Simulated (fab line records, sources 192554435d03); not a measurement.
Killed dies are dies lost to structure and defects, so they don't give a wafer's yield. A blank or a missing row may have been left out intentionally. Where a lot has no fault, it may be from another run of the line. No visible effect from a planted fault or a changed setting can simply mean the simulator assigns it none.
Lot-split experiment / flow n5Finfet / 21 wafers read from 7 lots, route of 1938 steps

ON THE SPLIT
At N5_BEOL_M5_COAT_05 (resist thk 30 nm), the setting spinRpm was moved away from the recipe's 1500 rpm on 8 of the 21 wafers read, by -11.2% to +10.0%. For the rest of the wafers, this setting stayed at what the recipe calls for.

FROM THE SPLIT TO THE READING: what the file shows between them, 2 steps
- N5_BEOL_M5_EBR_07
- N5_BEOL_M5_SOFTBAKE_06: time 60 s

THE READING
CAR-EUV_of_BEOL_M5_COAT_05.thkNm (the simulator's own value, which no gauge read), in nm, at N5_BEOL_M5_DESCUM_16 (chemistry O2, time 7 s). There is no usual value for it anywhere in the file. Here, 13 wafers ran the recipe; their average is 26.1 nm with a standard deviation of 0.1 nm.

wafer=L075.2; tool, chamber at the split=lithoTrack-04, 0; spinRpm as run, rpm=1500; against the recipe=recipe; CAR-EUV_of_BEOL_M5_COAT_05.thkNm, nm=26.2; against lot-mates on the recipe=-
wafer=L075.3; tool, chamber at the split=lithoTrack-04, 0; spinRpm as run, rpm=1500; against the recipe=recipe; CAR-EUV_of_BEOL_M5_COAT_05.thkNm, nm=26.2; against lot-mates on the recipe=-
wafer=L075.6; tool, chamber at the split=lithoTrack-04, 0; spinRpm as run, rpm=1500; against the recipe=recipe; CAR-EUV_of_BEOL_M5_COAT_05.thkNm, nm=26.2; against lot-mates on the recipe=-
wafer=L076.1; tool, chamber at the split=lithoTrack-03, 0; spinRpm as run, rpm=1500; against the recipe=recipe; CAR-EUV_of_BEOL_M5_COAT_05.thkNm, nm=26; against lot-mates on the recipe=-
wafer=L076.2; tool, chamber at the split=lithoTrack-03, 0; spinRpm as run, rpm=1500; against the recipe=recipe; CAR-EUV_of_BEOL_M5_COAT_05.thkNm, nm=26; against lot-mates on the recipe=-
wafer=L076.3; tool, chamber at the split=lithoTrack-03, 0; spinRpm as run, rpm=1500; against the recipe=recipe; CAR-EUV_of_BEOL_M5_COAT_05.thkNm, nm=26; against lot-mates on the recipe=-
wafer=L077.1; tool, chamber at the split=lithoTrack-04, 0; spinRpm as run, rpm=1628; against the recipe=+8.5%; CAR-EUV_of_BEOL_M5_COAT_05.thkNm, nm=25; against lot-mates on the recipe=-1.2
wafer=L077.3; tool, chamber at the split=lithoTrack-04, 0; spinRpm as run, rpm=1628; against the recipe=+8.5%; CAR-EUV_of_BEOL_M5_COAT_05.thkNm, nm=25; against lot-mates on the recipe=-1.2
wafer=L077.2; tool, chamber at the split=lithoTrack-04, 0; spinRpm as run, rpm=1500; against the recipe=recipe; CAR-EUV_of_BEOL_M5_COAT_05.thkNm, nm=26.2; against lot-mates on the recipe=-
wafer=L083.3; tool, chamber at the split=lithoTrack-03, 0; spinRpm as run, rpm=1332; against the recipe=-11.2%; CAR-EUV_of_BEOL_M5_COAT_05.thkNm, nm=28; against lot-mates on the recipe=no lot-mate on the recipe
wafer=L083.4; tool, chamber at the split=lithoTrack-03, 0; spinRpm as run, rpm=1332; against the recipe=-11.2%; CAR-EUV_of_BEOL_M5_COAT_05.thkNm, nm=28; against lot-mates on the recipe=no lot-mate on the recipe
wafer=L083.5; tool, chamber at the split=lithoTrack-03, 0; spinRpm as run, rpm=1332; against the recipe=-11.2%; CAR-EUV_of_BEOL_M5_COAT_05.thkNm, nm=28; against lot-mates on the recipe=no lot-mate on the recipe
wafer=L085.2; tool, chamber at the split=lithoTrack-05, 0; spinRpm as run, rpm=1500; against the recipe=recipe; CAR-EUV_of_BEOL_M5_COAT_05.thkNm, nm=26; against lot-mates on the recipe=-
wafer=L085.4; tool, chamber at the split=lithoTrack-05, 0; spinRpm as run, rpm=1650; against the recipe=+10.0%; CAR-EUV_of_BEOL_M5_COAT_05.thkNm, nm=24.8; against lot-mates on the recipe=-1.2
wafer=L085.6; tool, chamber at the split=lithoTrack-05, 0; spinRpm as run, rpm=1650; against the recipe=+10.0%; CAR-EUV_of_BEOL_M5_COAT_05.thkNm, nm=24.8; against lot-mates on the recipe=-1.2
wafer=L092.1; tool, chamber at the split=lithoTrack-03, 0; spinRpm as run, rpm=1500; against the recipe=recipe; CAR-EUV_of_BEOL_M5_COAT_05.thkNm, nm=26; against lot-mates on the recipe=-
wafer=L092.6; tool, chamber at the split=lithoTrack-03, 0; spinRpm as run, rpm=1500; against the recipe=recipe; CAR-EUV_of_BEOL_M5_COAT_05.thkNm, nm=26; against lot-mates on the recipe=-
wafer=L092.3; tool, chamber at the split=lithoTrack-03, 0; spinRpm as run, rpm=1545; against the recipe=+3.0%; CAR-EUV_of_BEOL_M5_COAT_05.thkNm, nm=25.8; against lot-mates on the recipe=-0.2
wafer=L096.3; tool, chamber at the split=lithoTrack-05, 0; spinRpm as run, rpm=1500; against the recipe=recipe; CAR-EUV_of_BEOL_M5_COAT_05.thkNm, nm=26.2; against lot-mates on the recipe=-
wafer=L096.4; tool, chamber at the split=lithoTrack-05, 0; spinRpm as run, rpm=1500; against the recipe=recipe; CAR-EUV_of_BEOL_M5_COAT_05.thkNm, nm=26.2; against lot-mates on the recipe=-
wafer=L096.5; tool, chamber at the split=lithoTrack-05, 0; spinRpm as run, rpm=1500; against the recipe=recipe; CAR-EUV_of_BEOL_M5_COAT_05.thkNm, nm=26.2; against lot-mates on the recipe=-

FIT RESULTS
A straight line over all 21 wafers: CAR-EUV_of_BEOL_M5_COAT_05.thkNm changes by -0.151 nm for each +1% of spinRpm; r = -0.99; the points scatter about the line by 0.13 nm.
The same after taking each lot's own level away (the mean of its wafers on the recipe; 18 wafers): -0.128 nm for each +1%; r = -0.99; scatter 0.066 nm.
Per that fit: largest spinRpm move, reading shift of 1.4 nm.
The lots' own levels span 26.00 to 26.20 nm, that is 2.0 times the standard deviation above.
Hence the slope depends on the lot-to-lot level, as the two fits are not the same.
Check: -1.3 nm against its lot-mates is what the line predicts for one of the wafers moved furthest among these (+10.0%) when that wafer is left out of the fit. Against them it came out at -1.2 nm.

ADDITIONAL SPLITS CARRIED BY THESE WAFERS
Note: prior to the reading, these wafers also went through further splits. Each is held against what the fit with the lots' levels taken away leaves over:
other split on the same wafers=N5_BEOL_M5_PECVD_70 timeS; wafers away from the commonest value=10; r with CAR-EUV_of_BEOL_M5_COAT_05.thkNm (lot level and that fit taken away)=-0.15
other split on the same wafers=N5_BEOL_M5_COAT_60 spinRpm; wafers away from the commonest value=7; r with CAR-EUV_of_BEOL_M5_COAT_05.thkNm (lot level and that fit taken away)=+0.11

THE WHOLE CHAIN: every reading that the file lists as answering this split, in the file's order
step=N5_BEOL_M5_COAT_05; what it does=resist thk 30 nm; reading=CAR-EUV_of_BEOL_M5_COAT_05.thkNm (the simulator's own value, which no gauge read); change (the file's fit)=-0.135 nm for each +1% of the setting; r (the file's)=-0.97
step=N5_BEOL_M5_DESCUM_16; what it does=chemistry O2, time 7 s; reading=CAR-EUV_of_BEOL_M5_COAT_05.thkNm (the simulator's own value, which no gauge read); change (the file's fit)=-0.126 nm for each +1% of the setting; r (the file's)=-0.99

FILE'S OWN FIT
CAR-EUV_of_BEOL_M5_COAT_05.thkNm changes by -0.126 nm for each +1% of spinRpm, r = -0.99.
